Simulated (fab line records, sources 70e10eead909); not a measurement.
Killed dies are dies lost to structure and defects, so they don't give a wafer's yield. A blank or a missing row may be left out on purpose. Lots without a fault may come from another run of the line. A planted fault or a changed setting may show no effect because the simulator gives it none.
Which tool did it? | flow nand_harc | 6 lots, 18 wafers sampled, at 2 steps of a route of 1302

WHAT THE GAUGES READ, wafer by wafer
NHARC_THIN_TSV_CD_MEAS_12: target cd 1000 nm.
lot  | measured     | on        | cd_nm (nm)
L681 | day 25 04:13 | cd_sem-01 | 995.4 995.7 996.5
L684 | day 25 19:31 | cd_sem-02 | 998.2 995.4 1000.7
L686 | day 27 09:31 | cd_sem-01 | 995.7 997.5 994.2
L689 | day 28 11:10 | cd_sem-02 | 999.5 1000.0 1000.8
L692 | day 29 10:32 | cd_sem-01 | 1000.6 1002.6 998.6
L701 | day 33 17:31 | cd_sem-01 | 999.9 996.8 997.3

WHICH TOOL RAN EACH LOT (tool, then ch and the chambers of the sampled wafers, then the start)
lot  | NHARC_P_BONDPAD_ETCH_24
L681 | rie_diel-11 ch 1,3, day 8 02:48
L684 | rie_diel-09 ch 0,1,2, day 9 01:13
L686 | rie_diel-11 ch 0,1,3, day 10 09:02
L689 | rie_diel-08 ch 1,2,3, day 11 15:30
L692 | rie_diel-08 ch 0,2, day 12 12:55
L701 | rie_diel-11 ch 1,2, day 16 09:09
- NHARC_P_BONDPAD_ETCH_24: etches the open film in CF4/N2, target depth 30 nm, time 72.99 s.

THE ANSWER, worked out from the rows above alone
Rule: what is usual is taken from the lots themselves. Put in order of their means at a reading, lots are off if they are a third of the lots or fewer, leave a main group of 4 or more, and stand apart from it by a gap of 3 or more times the standard deviation of the main group's means; of several such gaps the widest counts. A main group whose means are all the same, to the digits that the tables above print for the reading, isn't used. A lot without any number at a reading at which 4 lots or more have one is off too. The other lots that the step has rows for count as sound.
No lot is off at any reading shown: from this, nothing can be told.

WHAT THE SIMULATOR HAD PUT IN
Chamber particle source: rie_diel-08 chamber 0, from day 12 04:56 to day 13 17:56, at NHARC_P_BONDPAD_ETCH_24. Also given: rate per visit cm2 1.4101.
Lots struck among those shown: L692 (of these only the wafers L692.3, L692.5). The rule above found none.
